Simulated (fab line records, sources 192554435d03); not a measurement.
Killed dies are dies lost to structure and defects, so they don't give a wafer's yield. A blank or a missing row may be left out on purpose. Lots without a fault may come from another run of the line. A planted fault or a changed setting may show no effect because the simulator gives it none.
A struck lot beside a sound one | flow n5_finfet | 46 steps out of a route of 1938
Sound: wafers L211.1, L211.2, L211.6. Struck: wafer L220.2. (L220.1, L220.4 of the same lot were not struck and are left out.) The cause comes at the end.
At each step with rows: each side's tool, then ch and its chambers, then its first start. Under that, the readings that differ: sound wafers | struck wafers | difference of the means | sigmas: that difference in standard deviations of wafers without a fault.
alike: readings whose means differ by less than 2 such deviations, and words and numbers that are the same on both sides. not compared: withheld readings, readings that some wafer has no value for, bounds like >300 that may hide the same value, and numbers for which the record gives no deviation and whose values overlap.
The two part at a step that has a row with sigmas, a row that says differs or no value, or rows on one side only. Numbers that don't overlap but have no deviation are shown without sigmas and don't part them. A reading that every wafer of one side lacks parts them only if that side has two wafers or more.

first, 4 steps without rows for these wafers: N5_PMOS_HMC_CHANNEL_EPI_PRECLEAN_37 (cleans in O3/DIW, time 45 s); N5_PMOS_HMC_CHANNEL_EPI_PRECLEAN_24 (cleans in DHF, time 30 s); N5_PMOS_HMC_CHANNEL_EPI_SRD_25 (time 30 s); N5_PMOS_HMC_CHANNEL_EPI_EPI_26 (deposits Si from SiH4/H2, target thk 3.8 nm, time 22.7 s).
N5_PMOS_HMC_CHANNEL_EPI_INSPECT_30: inspects for defects (darkfield).
  sound on defect_inspect-02, day 3 14:43; struck on defect_inspect-02, day 5 22:04
  alike: raw_defect_count
then, 5 steps without rows for these wafers: N5_FIN_SAQP_PRECLEAN_42 (cleans in O3/DIW, time 60 s); N5_FIN_SAQP_PRECLEAN_00 (cleans in SC1, time 60 s); N5_FIN_SAQP_PRECLEAN_44 (cleans in SC2, time 45 s); N5_FIN_SAQP_SRD_01 (time 30 s); N5_FIN_SAQP_ALD_61 (deposits SiO2, target thk 4 nm, pulse time 1 s, purge time 2 s).
N5_FIN_SAQP_DENSIFY_62: time 60 s.
  sound on rtp_anneal-01 ch 0, day 3 15:04; struck on rtp_anneal-01 ch 0, day 5 22:29
  reading          | sound             | struck | difference | sigmas
  wafer_temp_C_max | 703.7 703.9 705.5 | 702.7  | -1.7       | -3
  alike: lamp_power_pct
N5_FIN_SAQP_HM_DEP_03: deposits SiNx from SiH4/NH3/N2, target thk 38 nm, time 33.6 s.
  sound on pecvd-03 ch 1,2, day 3 15:17; struck on pecvd-02 ch 1, day 5 22:43
  reading                                      | sound            | struck | difference | sigmas
  model.SiNx_of_FIN_SAQP_HM_DEP_03.thk_nm (nm) | 38.14 37.94 38.3 | 13.77  | -24.36     |
  alike: heater_power_w, showerhead_plenum_p_Torr, throttle_valve_pct
  not compared: since_wet_clean_h
N5_FIN_SAQP_THK_MEAS_05:
  sound on film_metro-01, day 3 15:22; struck on film_metro-01, day 5 22:48
  reading     | sound          | struck | difference | sigmas
  thk_nm (nm) | 38.2 37.9 38.3 | 13.7   | -24.4      | -57
then, 1 step without rows for these wafers: N5_FIN_SAQP_PECVD_47 (deposits a-Si from SiH4/He, target thk 45 nm, time 36.3 s).
N5_FIN_SAQP_PECVD_48: deposits SiNx from SiH4/NH3/N2, target thk 25 nm, time 22.1 s.
  sound on pecvd-01 ch 0,1,2, day 3 15:27; struck on pecvd-01 ch 1, day 5 22:52
  alike: heater_power_w, showerhead_plenum_p_Torr, throttle_valve_pct
  not compared: since_wet_clean_h
N5_FIN_SAQP_PECVD_06: deposits a-Si from SiH4/He, target thk 60 nm, time 48.1 s.
  sound on pecvd-01 ch 0,1,2, day 3 15:29; struck on pecvd-01 ch 1, day 5 22:55
  alike: heater_power_w, showerhead_plenum_p_Torr, throttle_valve_pct
  not compared: since_wet_clean_h
N5_FIN_SAQP_THK_MEAS_07:
  sound on film_metro-01, day 3 15:34; struck on film_metro-02, day 5 23:00
  alike: thk_nm
then, 9 steps without rows for these wafers: N5_FIN_SAQP_HM_DEP_72 (deposits SiO2 from SiH4/N2O, target thk 12 nm, time 7.2 s); N5_FIN_SAQP_COAT_49 (time 60 s, resist thk 100 nm); N5_FIN_SAQP_COAT_50 (time 60 s, resist thk 35 nm); N5_FIN_SAQP_COAT_10 (resist thk 90 nm); N5_FIN_SAQP_EBR_12; N5_FIN_SAQP_SOFTBAKE_11 (time 60 s); N5_FIN_SAQP_EXPOSE_13 (exposes mask FIN CORE, target cd 35.6 nm); N5_FIN_SAQP_PEB_14 (peb time 60 s); N5_FIN_SAQP_DEVELOP_15 (develop time 30 s).
N5_FIN_SAQP_CD_MEAS_16: target cd 35.6 nm.
  sound on cd_sem-01 ch 0, day 3 15:56; struck on cd_sem-03 ch 0, day 5 23:29
  alike: cd_nm
N5_FIN_SAQP_OVL_MEAS_17:
  sound on overlay-02 ch 0, day 3 15:58; struck on overlay-01 ch 0, day 5 23:32
  alike: FIN_CORE_OVL
N5_FIN_SAQP_INSPECT_18: inspects for defects (brightfield).
  sound on defect_inspect-02, day 3 16:00; struck on defect_inspect-01, day 5 23:33
  alike: raw_defect_count
then, 7 steps without rows for these wafers: N5_FIN_SAQP_DESCUM_21 (chemistry O2, time 7.9 s); N5_FIN_SAQP_ETCH_51 (etches SiARC in CF4, target depth 45.5 nm, time 75.8 s); N5_FIN_SAQP_ETCH_52 (etches SOC in N2/H2, target depth 100 nm, overetch 20 nm, time 150 s); N5_FIN_SAQP_STRIP_53 (strips in N2/H2); N5_FIN_SAQP_HM_OPEN_73 (chemistry CHF3/O2, target SiO2, stops on a-Si, target depth 12 nm, time 16.8 s); N5_FIN_SAQP_STRIP_74 (strips in CHF3/O2); N5_FIN_SAQP_MANDREL_ETCH_22 (etches a-Si in HBr/Cl2, stops on SiNx, target depth 60 nm, bt time 10 s, time 30 s).
N5_FIN_SAQP_STRIP_55: strips in N2/H2.
  sound on rie_diel-04 ch 1,2, day 3 16:27; struck on rie_diel-03 ch 3, day 5 23:58
  reading               | sound          | struck | difference | sigmas
  oes_product_au (a.u.) | 0.74 0.74 0.74 | 0.95   | +0.21      | +3
  alike: chamber_pressure_mTorr, drypump_motor_current_A, rf_vpp_V, showerhead_plenum_p_Torr, throttle_valve_pct
  not compared: rf_hours_counter_h
then, 2 steps without rows for these wafers: N5_FIN_SAQP_STRIP_23 (strips in SPM, time 750 s); N5_FIN_SAQP_SRD_66 (time 30 s).
N5_FIN_SAQP_RECESS_75: chemistry HF/NH3, target SiO2, target depth 14.4 nm, afs cycles 3, sublimation time 60 s.
  sound on vapor_etch-01 ch 0,1, day 3 16:48; struck on vapor_etch-01 ch 0, day 6 00:17
  alike: drypump_motor_current_A, foreline_p_Torr
then, 1 step without rows for these wafers: N5_FIN_SAQP_SPACER1_ALD_24 (deposits SiO2, target thk 20.3 nm, pulse time 1 s, purge time 2 s).
N5_FIN_SAQP_HM_OPEN_33: chemistry CH3F/O2, target SiNx, target depth 49.4 nm, time 70.6 s.
  sound on rie_diel-04 ch 0,1, day 3 20:04; struck on rie_diel-05 ch 1, day 6 03:34
  reading                     | sound             | struck | difference | sigmas
  drypump_motor_current_A (A) | 6.6 6.1 6.6       | 5.0    | -1.4       | -3
  rf_vpp_V (V)                | 300 297 301       | 288    | -11        | -2
  model.etch.depth_nm (nm)    | 37.39 37.07 37.55 | 38     | +1         |
  alike: CH3F_flow_sccm, chamber_pressure_mTorr, etch_rf_on_time_s, oes_product_au, showerhead_plenum_p_Torr, throttle_valve_pct
  not compared: rf_hours_counter_h
N5_FIN_SAQP_FIN_ETCH_36: etches the open film in HBr/Cl2/O2, target depth 120 nm, time 50.4 s.
  sound on rie_si-05 ch 0,3, day 3 20:20; struck on rie_si-01 ch 2, day 6 03:52
  reading                                   | sound             | struck | difference | sigmas
  model.SiO2_of_FIN_SAQP_ALD_61.thk_nm (nm) | 3.971 3.977 3.991 | 2.4    | -1.6       |
  alike: chamber_pressure_mTorr, drypump_motor_current_A, oes_product_au, throttle_valve_pct
  not compared: rf_hours_counter_h
N5_FIN_CUT_CUT_ETCH_27: etches SiO2 in CHF3/O2, target depth 4 nm, overetch 2 nm, time 4.9 s.
  sound on rie_diel-02 ch 0,1, day 3 21:40; struck on rie_diel-06 ch 0, day 6 05:02
  reading                  | sound             | struck | difference | sigmas
  oes_product_au (a.u.)    | 0.56 0.70 0.56    | 0.45   | -0.16      | -3
  model.etch.depth_nm (nm) | 3.971 3.977 3.991 | 2.461  | -1.519     |
  alike: chamber_pressure_mTorr, drypump_motor_current_A, rf_vpp_V, showerhead_plenum_p_Torr, throttle_valve_pct
  not compared: rf_hours_counter_h
N5_STI_FIN_REVEAL_RECESS_09: chemistry HF/NH3, target SiO2, afs cycles 11, target depth 42.5 nm, sublimation time 60 s.
  sound on vapor_etch-02 ch 0,1, day 4 04:17; struck on vapor_etch-01 ch 1, day 6 11:38
  reading                                      | sound          | struck | difference | sigmas
  model.SiNx_of_FIN_SAQP_HM_DEP_03.thk_nm (nm) | 18.4 17.8 18.2 | 0      | -18        |
  alike: drypump_motor_current_A, foreline_p_Torr
N5_STI_FIN_REVEAL_STRIP_16: strips SiNx in H3PO4, target depth 23.8 nm.
  sound on wet_bench-04 ch 3,4,7, day 4 05:55; struck on wet_bench-05 ch 2, day 6 13:15
  reading                                   | sound       | struck | difference | sigmas
  model.SiO2_of_FIN_SAQP_ALD_61.thk_nm (nm) | 3.8 3.8 3.8 | 2.2    | -1.6       |

WHERE THEY PART
First at N5_FIN_SAQP_DENSIFY_62; last, within this record, at N5_FIN_CUT_CUT_ETCH_27. Later steps at which nothing parts them and some readings are alike: N5_STI_FIN_REVEAL_RECESS_09.

WHY: what the simulator had put in
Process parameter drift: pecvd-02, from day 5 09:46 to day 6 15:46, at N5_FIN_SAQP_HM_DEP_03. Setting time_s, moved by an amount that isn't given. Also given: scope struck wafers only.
